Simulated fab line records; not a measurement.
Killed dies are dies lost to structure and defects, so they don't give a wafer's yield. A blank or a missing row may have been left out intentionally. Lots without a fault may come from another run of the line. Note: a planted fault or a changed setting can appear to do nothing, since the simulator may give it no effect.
fab line records ; flow n5-finfet
record: lots: 6; wafers: 18; last-day: 20
route steps=1938 shown HKMG_FIN@401 BEOL_M4@1111
lots that met no fault: taken from a fault-free run of the same line
start-h: the number of hours between the record's first day and the start of the first shown wafer of the lot ; wait-h: how many hours have passed since the lot's step before this one ; " unchanged from the row above ; L1.1+2: one row covering several wafers at once ; - value missing, or start not given ; * or withheld: withheld ; < > ~ a bound
route shown NAME@n: names a module that has steps shown in the file, with the first one's number in the route ; usual: mean/standard deviation of fault-free wafers ; same: alike in all rows ; chamber/n: place in a boat ; sites: the reading at each site ; _std_site: standard deviation of those values ; _edge_site: mean of outer sites minus mean of inner sites ; radius-mm: for every site, how far away it sits from the centre of the wafer ; mask NAME#n: copy n ; behind: the last tool/chamber to shape the wafer ; hold: why the lot was held/for how many hours/how that ended ; device: the n, p or np transistor that did not switch ; end of line: the route-end tests of the same wafers ; where a step has no rows: the recipe by itself ; killed: the dies lost at the first sort to structure and to defects; this is not the yield of the wafer ; map: a wafer's dies, marking killed ones x, the rest . and places with no die _
set.NAME: the setting the step ran with; set.NAME@STEP: the setting that earlier step ran with ; model.NAME: the simulator's own value behind a step, which no gauge read
lots at selected steps of the route; one table per step, one row per wafer
services: the hour from which a tool's chamber was out of use, counted from the record's first day as start-h (under 0 if before that day), plus the number of hours and why
== steps ==
step: N5_HKMG_FIN_DESCUM_53
recipe: chemistry: O2; time-s: 7.9; source-power-w: 50; bias-power-w: 20; pressure-mtorr: 20; rf-frequency-hz: 2.712e+07; temp-c: 40; resist: CAR-ArF; o2-flow-sccm: 225
usual: drypump-motor-current-A: 5.8/0.5; oes-product-au: 0.73/0.063; rf-vpp-V: 243.0/1.3; showerhead-plenum-p-Torr: 2.09/0.082; throttle-valve-pct: 20.44/0.28
lot.wafer;tool;chamber;start-h;wait-h;drypump-motor-current-A;oes-product-au;rf-hours-counter-h;rf-vpp-V;showerhead-plenum-p-Torr;throttle-valve-pct
L154.1;rie-diel-03;0;118.38;0.0;4.9;0.67;232;242.9;2.07;20.36
L154.4;rie-diel-03;3;118.38;0.0;6.1;0.69;210;242.2;1.99;20.34
L154.6;rie-diel-03;0;118.38;0.0;4.9;0.68;-;243.6;2.07;20.37
L156.3;rie-diel-02;1;131.37;0.0;5.5;0.72;192;243.9;2.09;20.80
L156.4;rie-diel-02;3;131.37;0.0;6.3;0.74;-;241.9;2.00;20.13
L156.5;rie-diel-02;1;131.37;0.0;5.5;0.74;-;243.9;2.09;20.79
L161.1;rie-diel-02;3;156.94;0.0;6.3;0.73;172;243.0;2.00;20.15
L161.2;rie-diel-02;2;156.94;0.0;5.1;0.68;234;242.3;2.06;20.41
L161.4;rie-diel-02;0;156.94;0.0;6.1;0.98;7;245.5;2.24;19.87
L167.1;rie-diel-03;1;194.28;0.0;6.0;0.78;163;245.2;2.19;20.98
L167.4;rie-diel-03;3;194.28;0.0;6.1;0.69;237;241.4;1.98;20.37
L167.5;rie-diel-03;2;194.28;0.0;5.6;0.73;-;241.7;1.99;20.35
L169.3;rie-diel-06;2;203.18;0.0;6.2;0.68;227;244.7;2.17;20.59
L169.5;rie-diel-06;2;203.18;0.0;6.2;0.68;-;243.1;2.17;20.61
L169.6;rie-diel-06;1;203.18;0.0;5.2;0.69;-;244.6;2.18;20.54
L170.1;rie-diel-02;0;208.26;0.0;6.1;0.93;24;243.9;2.24;19.90
L170.2;rie-diel-02;1;208.26;0.0;5.5;0.72;220;242.1;2.08;20.85
L170.4;rie-diel-02;3;208.26;0.0;6.4;0.72;190;242.1;1.99;20.17
step: N5_HKMG_FIN_ETCH_54
recipe: chemistry: CF4; target: SiARC; target-depth-a: 455; mask-material: CAR-ArF; time-s: 75.8; ion-energy-ev: 80; pressure-mtorr: 40; source-w: 545; bias-w: 36; Ar_flow_sccm: 100; cf4-flow-sccm: 100; ends: cleared
usual: drypump-motor-current-A: 5.8/0.5; etch-rf-on-time-s: 75.3/1.7; oes-product-au: 0.63/0.055; rf-vpp-V: 184.0/1.3; showerhead-plenum-p-Torr: 2.14/0.076; throttle-valve-pct: 15.65/0.24
lot.wafer;tool;chamber;start-h;wait-h;drypump-motor-current-A;etch-rf-on-time-s;oes-product-au;rf-hours-counter-h;rf-vpp-V;showerhead-plenum-p-Torr;throttle-valve-pct
L154.1;rie-diel-03;0;118.41;0.0;4.9;76.6;0.59;232;184.0;2.13;15.68
L154.4;rie-diel-03;3;118.41;0.0;6.1;76.6;0.59;210;182.8;2.03;15.54
L154.6;rie-diel-03;0;118.41;0.0;4.9;76.3;0.59;-;184.0;2.13;15.71
L156.3;rie-diel-02;1;131.41;0.0;5.5;77.3;0.62;192;185.2;2.12;15.92
L156.4;rie-diel-02;3;131.41;0.0;6.3;73.7;0.64;-;183.4;2.05;15.36
L156.5;rie-diel-02;1;131.41;0.0;5.5;77.2;0.63;-;184.8;2.12;15.91
L161.1;rie-diel-02;3;156.98;0.0;6.3;75.0;0.63;172;183.2;2.05;15.40
L161.2;rie-diel-02;2;156.98;0.0;5.2;74.9;0.59;234;183.5;2.13;15.75
L161.4;rie-diel-02;0;156.98;0.0;6.1;72.8;0.84;7;186.6;2.27;14.94
L167.1;rie-diel-03;1;194.31;0.0;5.9;72.3;0.67;163;185.8;2.22;16.04
L167.4;rie-diel-03;3;194.31;0.0;6.1;76.5;0.57;237;182.7;2.02;15.59
L167.5;rie-diel-03;2;194.31;0.0;5.6;77.0;0.61;-;182.3;2.05;15.62
L169.3;rie-diel-06;2;203.21;0.0;6.2;78.7;0.57;227;185.6;2.19;15.66
L169.5;rie-diel-06;2;203.21;0.0;6.1;78.3;0.57;-;185.5;2.19;15.66
L169.6;rie-diel-06;1;203.21;0.0;5.2;75.3;0.60;-;183.7;2.21;15.70
L170.1;rie-diel-02;0;208.29;0.0;6.1;73.6;0.79;24;188.1;2.27;14.98
L170.2;rie-diel-02;1;208.29;0.0;5.5;75.7;0.61;220;183.6;2.11;15.98
L170.4;rie-diel-02;3;208.29;0.0;6.3;74.4;0.62;190;183.5;2.04;15.41
step: N5_HKMG_FIN_ETCH_55
recipe: chemistry: N2/H2; target: SOC; target-depth-a: 2400; temp-c: 40; time-s: 300; ion-energy-ev: 200; mask-material: SiARC; pressure-mtorr: 30; source-w: 840; bias-w: 150; n2-flow-sccm: 200; h2-flow-sccm: 200
step: N5_HKMG_FIN_STRIP_56
recipe: chemistry: N2/H2; temp-c: 40; n2-flow-sccm: 200; h2-flow-sccm: 200; rf-frequency-hz: 6e+07
step: N5_HKMG_FIN_STRIP_57
recipe: chemistry: CF4; resist: SiARC; power-w: 300; bias-power-w: 75; pressure-mtorr: 50; cf4-flow-sccm: 150; rf-frequency-hz: 6e+07
step: N5_HKMG_FIN_ETCH_58
recipe: chemistry: N2/H2; target: SOC; target-depth-a: 2158; ion-energy-ev: 50; bias-w: 13; time-s: 741; pressure-mtorr: 30; source-w: 875; n2-flow-sccm: 200; h2-flow-sccm: 200
usual: drypump-motor-current-A: 5.8/0.5; h2-flow-sccm: 200.1/0.6; oes-product-au: 0.74/0.066; rf-vpp-V: 99.0/0.97; showerhead-plenum-p-Torr: 2.53/0.095; throttle-valve-pct: 17.82/0.3
lot.wafer;tool;chamber;start-h;wait-h;drypump-motor-current-A;h2-flow-sccm;oes-product-au;rf-hours-counter-h;rf-vpp-V;showerhead-plenum-p-Torr;throttle-valve-pct
L154.1;rie-diel-03;0;118.68;0.0;4.9;200.7;0.69;232;98.5;2.51;17.75
L154.4;rie-diel-03;3;118.68;0.0;6.1;200.2;0.69;211;98.5;2.41;17.66
L154.6;rie-diel-03;0;118.68;0.0;4.9;200.3;0.69;-;98.1;2.51;17.72
L156.3;rie-diel-02;1;131.67;0.0;5.5;200.8;0.72;192;98.9;2.54;18.21
L156.4;rie-diel-02;3;131.67;0.0;6.4;199.4;0.74;-;97.6;2.44;17.54
L156.5;rie-diel-02;1;131.67;0.0;5.5;200.8;0.73;-;98.8;2.54;18.22
L161.1;rie-diel-02;3;157.24;0.0;6.4;201.1;0.74;172;99.2;2.44;17.57
L161.2;rie-diel-02;2;157.24;0.0;5.2;200.3;0.69;234;97.9;2.49;17.77
L161.4;rie-diel-02;0;157.24;0.0;6.1;200.5;0.98;7;99.0;2.71;17.10
L167.1;rie-diel-03;1;194.58;0.0;6.0;199.3;0.79;163;100.2;2.65;18.39
L167.4;rie-diel-03;3;194.58;0.0;6.1;199.6;0.68;237;98.0;2.40;17.70
L167.5;rie-diel-03;2;194.58;0.0;5.7;198.5;0.73;-;97.6;2.42;17.77
L169.3;rie-diel-06;2;203.48;0.0;6.2;200.8;0.68;227;99.6;2.62;18.03
L169.5;rie-diel-06;2;203.48;0.0;6.2;200.4;0.68;-;99.4;2.62;18.03
L169.6;rie-diel-06;1;203.48;0.0;5.2;201.0;0.71;-;98.8;2.62;17.73
L170.1;rie-diel-02;0;208.56;0.0;6.1;201.0;0.93;24;101.2;2.71;17.13
L170.2;rie-diel-02;1;208.56;0.0;5.5;200.4;0.70;220;98.6;2.52;18.26
L170.4;rie-diel-02;3;208.56;0.0;6.3;200.3;0.72;190;99.4;2.43;17.59
step: N5_HKMG_FIN_STRIP_93
recipe: chemistry: N2/H2; material: SOC; time-s: 20; power-w: 500; temp-c: 40; pressure-mtorr: 50; rf-frequency-hz: 6e+07; bias-power-w: 8; h2-frac: 0.5; n2-flow-sccm: 300; h2-flow-sccm: 300
usual: drypump-motor-current-A: 5.8/0.5; h2-flow-sccm: 300.0/0.96; oes-product-au: 0.74/0.066; rf-vpp-V: 54.2/0.87; showerhead-plenum-p-Torr: 3.35/0.12; throttle-valve-pct: 19.1/0.5
lot.wafer;tool;chamber;start-h;wait-h;drypump-motor-current-A;h2-flow-sccm;oes-product-au;rf-hours-counter-h;rf-vpp-V;showerhead-plenum-p-Torr;throttle-valve-pct
L154.1;rie-diel-03;0;119.10;0.2;4.8;299.4;0.69;232;55.2;3.32;18.8
L154.4;rie-diel-03;3;119.10;0.2;6.2;301.7;0.69;211;54.4;3.19;18.6
L154.6;rie-diel-03;0;119.10;0.2;4.9;300.3;0.69;-;54.1;3.32;18.8
L156.3;rie-diel-02;1;132.10;0.2;5.5;299.4;0.73;192;54.0;3.35;19.5
L156.4;rie-diel-02;3;132.10;0.2;6.4;301.4;0.74;-;54.1;3.23;18.8
L156.5;rie-diel-02;1;132.10;0.2;5.5;299.7;0.73;-;55.5;3.35;19.5
L161.1;rie-diel-02;3;157.67;0.2;6.4;300.8;0.73;172;51.9;3.23;18.8
L161.2;rie-diel-02;2;157.67;0.2;5.2;298.4;0.69;235;53.8;3.29;19.1
L161.4;rie-diel-02;0;157.67;0.2;6.1;299.2;0.99;7;55.1;3.58;18.1
L167.1;rie-diel-03;1;195.00;0.2;6.0;301.7;0.79;163;54.0;3.49;20.1
L167.4;rie-diel-03;3;195.00;0.2;6.1;300.7;0.68;237;53.6;3.18;18.6
L167.5;rie-diel-03;2;195.00;0.2;5.6;299.5;0.74;-;53.9;3.20;19.0
L169.3;rie-diel-06;2;203.90;0.2;6.2;300.7;0.67;228;54.2;3.46;19.7
L169.5;rie-diel-06;2;203.90;0.2;6.2;299.8;0.66;-;54.9;3.46;19.6
L169.6;rie-diel-06;1;203.90;0.2;5.2;301.2;0.70;-;54.7;3.46;18.8
L170.1;rie-diel-02;0;208.98;0.2;6.1;299.4;0.93;24;56.1;3.57;18.2
L170.2;rie-diel-02;1;208.98;0.2;5.5;300.4;0.71;221;55.9;3.34;19.5
L170.4;rie-diel-02;3;208.98;0.2;6.4;299.6;0.72;190;53.4;3.22;18.8
step: N5_HKMG_FIN_WET_ETCH_76
recipe: chemistry: dNH4OH; mix: 1:50; temp-c: 25; target: Al2O3; stop-on: La2O3; target-depth-nm: 2.25; dry: ipa-marangoni; rinse-time-s: 30; rinse-temp-c: 23
step: N5_HKMG_FIN_STRIP_60
recipe: chemistry: N2/H2; power-w: 2500; temp-c: 300; h2-frac: 0.65; time-s: 360; pressure-mtorr: withheld; n2-flow-sccm: 1750; h2-flow-sccm: 3250
usual: drypump-motor-current-A: 5.83/0.056; h2-flow-sccm: 3249/8.8; heater-power-w: 434/44
lot.wafer;tool;chamber;start-h;wait-h;drypump-motor-current-A;h2-flow-sccm;heater-power-w;rf-hours-counter-h
L154.1;plasma-asher-02;1;119.26;0.0;5.82;3247;388;95
L154.4;plasma-asher-02;1;119.26;0.0;5.81;3253;383;-
L154.6;plasma-asher-02;1;119.26;0.0;5.79;3249;375;-
L156.3;plasma-asher-01;0;132.37;0.1;5.92;3252;438;-
L156.4;plasma-asher-01;1;132.37;0.1;5.88;3240;493;-
L156.5;plasma-asher-01;1;132.37;0.1;5.85;3255;489;-
L161.1;plasma-asher-02;1;157.82;0.0;5.80;3258;376;102
L161.2;plasma-asher-02;0;157.82;0.0;5.77;3252;473;102
L161.4;plasma-asher-02;0;157.82;0.0;5.77;3238;456;-
L167.1;plasma-asher-02;0;195.15;0.0;5.79;3260;452;110
L167.4;plasma-asher-02;1;195.15;0.0;5.79;3263;374;-
L167.5;plasma-asher-02;1;195.15;0.0;5.81;3257;369;-
L169.3;plasma-asher-02;1;204.17;0.1;5.84;3264;375;-
L169.5;plasma-asher-02;1;204.17;0.1;5.85;3261;376;-
L169.6;plasma-asher-02;0;204.17;0.1;5.76;3253;456;-
L170.1;plasma-asher-02;0;209.14;0.0;5.76;3252;452;114
L170.2;plasma-asher-02;1;209.14;0.0;5.83;3238;365;114
L170.4;plasma-asher-02;0;209.14;0.0;5.78;3255;451;-
step: N5_HKMG_FIN_WET_ETCH_77
recipe: chemistry: dHCl; mix: 1:10000; temp-c: 25; target: La2O3; stop-on: HfO2; target-depth-nm: 2
step: N5_HKMG_FIN_WET_ETCH_78
recipe: chemistry: dNH4OH; mix: 1:50; temp-c: 25; target: Al2O3; stop-on: La2O3; target-depth-nm: 4.5; dry: ipa-marangoni; rinse-time-s: 30; rinse-temp-c: 23
step: N5_HKMG_FIN_ALD_79
recipe: material: TiN; target-thk-a: 15; temp-c: 400; ald-precursor-family: TiCl4; ald-co-reactant: NH3; pulse-time-s: 1; purge-time-s: 3; co-reactant-purge-time-s: 2; co-reactant-pulse-time-s: 2; ald-cycles: 68; pressure-torr: 3
step: N5_HKMG_FIN_CVD_62
recipe: material: a-Si; target-thk-a: 30; temp-c: 500; precursor: Si2H6; pressure-torr: 1; time-s: 20.8
usual: heater-power-w: 1415/97; susceptor-temp-C: 500.00/0.24
lot.wafer;tool;chamber;start-h;wait-h;heater-power-w;susceptor-temp-C;model.a-Si_of_HKMG_FIN_CVD_62.thk-nm
L154.1;thermal-cvd-si-01;2;120.11;0.2;1332;499.93;2.8
L154.4;thermal-cvd-si-01;0;120.11;0.2;1332;500.16;3
L154.6;thermal-cvd-si-01;1;120.11;0.2;1271;482.39;1.8
L156.3;thermal-cvd-si-01;1;133.11;0.2;1259;481.60;1.8
L156.4;thermal-cvd-si-01;2;133.11;0.2;1362;499.95;3
L156.5;thermal-cvd-si-01;1;133.11;0.2;1298;481.67;1.8
L161.1;thermal-cvd-si-02;2;158.67;0.2;1404;499.74;2.8
L161.2;thermal-cvd-si-02;0;158.67;0.2;1645;499.90;2.8
L161.4;thermal-cvd-si-02;1;158.67;0.2;1413;499.76;2.8
L167.1;thermal-cvd-si-02;1;196.01;0.2;1394;499.86;3
L167.4;thermal-cvd-si-02;2;196.01;0.2;1422;499.71;3
L167.5;thermal-cvd-si-02;0;196.01;0.2;1589;499.80;3
L169.3;thermal-cvd-si-02;1;204.90;0.2;1362;500.35;3
L169.5;thermal-cvd-si-02;0;204.90;0.2;1601;500.08;2.8
L169.6;thermal-cvd-si-02;1;204.90;0.2;1400;500.35;3
L170.1;thermal-cvd-si-01;1;209.99;0.2;1410;499.86;3
L170.2;thermal-cvd-si-01;2;209.99;0.2;1371;500.07;3
L170.4;thermal-cvd-si-01;1;209.99;0.2;1390;499.99;3
step: N5_HKMG_FIN_RTA_80
recipe: temp-c: withheld; time-s: 2; ambient: N2; idle-temp-c: 600; ramp-up-c-per-s: 150; ramp-down-c-per-s: 60; cool-to-c: 600
step: N5_BEOL_M4_RC_MEAS_101
usual: DIBL_N: 36.3/1.6; DIBL_P: 36.4/2.1; IOFF_N: 0.16/0.032; IOFF_P: 0.22/0.044; ION_N: 675/12; ION_P: 463/8.3; SS_N: 71.6/0.64; SS_P: 73.3/0.67; VT_N: 250/3.3; VT_P: -250/3.7
lot.wafer;tool;chamber;start-h;wait-h;DIBL_N[mV/V];DIBL_P[mV/V];IOFF_N[nA/um];IOFF_P[nA/um];ION_N[uA/um];ION_P[uA/um];SS_N[mV/dec];SS_P[mV/dec];VT_N[mV];VT_P[mV]
L154.1;prober-01;0;252.31;0.0;35.3;37.2;0.15;0.23;675;466;72.0;73.5;252;-248
L154.4;prober-01;0;252.31;0.0;38.3;40.3;0.20;0.29;687;474;72.6;74.3;250;-244
L154.6;prober-01;0;252.31;0.0;38.1;39.7;0.19;0.28;674;464;72.1;74.6;248;-246
L156.3;prober-02;0;257.31;0.3;34.3;34.8;0.14;0.17;659;455;70.6;73.2;253;-254
L156.4;prober-02;0;257.31;0.3;38.1;38.6;0.21;0.22;677;456;71.4;73.3;247;-252
L156.5;prober-02;0;257.31;0.3;35.4;35.0;0.15;0.18;672;457;70.7;73.1;253;-253
L161.1;prober-02;0;300.26;0.0;35.5;35.0;0.14;0.19;671;459;71.4;72.9;250;-247
L161.2;prober-02;0;300.26;0.0;38.9;39.4;0.20;0.25;672;458;72.8;73.9;248;-247
L161.4;prober-02;0;300.26;0.0;37.8;37.6;0.18;0.23;685;468;72.6;73.3;249;-248
L167.1;prober-01;0;321.61;0.0;39.1;40.5;0.25;0.32;694;475;72.6;74.5;241;-243
L167.4;prober-01;0;321.61;0.0;36.1;36.6;0.17;0.24;680;467;72.0;73.4;247;-247
L167.5;prober-01;0;321.61;0.0;35.1;35.8;0.16;0.24;684;477;71.2;72.7;247;-246
L169.3;prober-02;0;354.79;0.3;38.2;40.3;0.19;0.23;686;464;72.5;74.5;246;-249
L169.5;prober-02;0;354.79;0.3;33.0;33.1;0.10;0.13;661;447;71.4;71.3;259;-259
L169.6;prober-02;0;354.79;0.3;36.2;37.2;0.14;0.18;674;456;71.7;73.7;252;-254
L170.1;prober-01;0;381.10;0.0;36.1;35.0;0.16;0.21;677;464;72.1;72.6;251;-249
L170.2;prober-01;0;381.10;0.0;37.0;36.6;0.17;0.23;676;468;72.2;73.1;249;-247
L170.4;prober-01;0;381.10;0.0;36.2;36.2;0.16;0.23;686;473;71.7;72.7;248;-250
== services ==
tool;chamber;start-h;hours;kind
plasma-asher-01;-;99.91;6.3;repair
rie-diel-02;0;115.19;-;clean
rie-diel-02;0;115.19;-;consumable-replace:focus-ring
rie-diel-02;0;115.19;-;consumable-replace:showerhead
rie-diel-02;0;115.19;21.1;scheduled-down
rie-diel-02;0;115.19;21.1;vent-cycle
rie-diel-06;0;119.41;1.3;repair
rie-diel-03;2;127.70;2.8;repair
rie-diel-03;0;163.82;-;clean
rie-diel-03;0;163.82;-;consumable-replace:focus-ring
rie-diel-03;0;163.82;23.9;scheduled-down
rie-diel-03;0;163.82;23.9;vent-cycle
plasma-asher-01;-;173.04;2.9;repair
plasma-asher-01;-;178.82;0.7;repair
rie-diel-02;2;187.41;4.7;repair
rie-diel-06;2;204.99;5.7;repair
rie-diel-02;0;209.63;4.7;repair
== key ==
first-sign: step: N5_HKMG_FIN_CVD_62; reading: susceptor-temp-C; direction: down; sigmas: 76; usual: *; struck: *
effect none on later readings
model-effect: step: N5_HKMG_FIN_CVD_62; value: a-Si_of_HKMG_FIN_CVD_62.thk-nm; without: 3; struck: 1.8
met-at N5_HKMG_FIN_CVD_62
struck-wafers L154.6,L156.3,L156.5
fault: kind: process-parameter-drift; tool: thermal-cvd-si-01; chamber: 1; onset-h: 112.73; steps: N5_HKMG_FIN_CVD_62; channel: temp-c; offset: *; shape: step; end-h: 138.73; stated: *
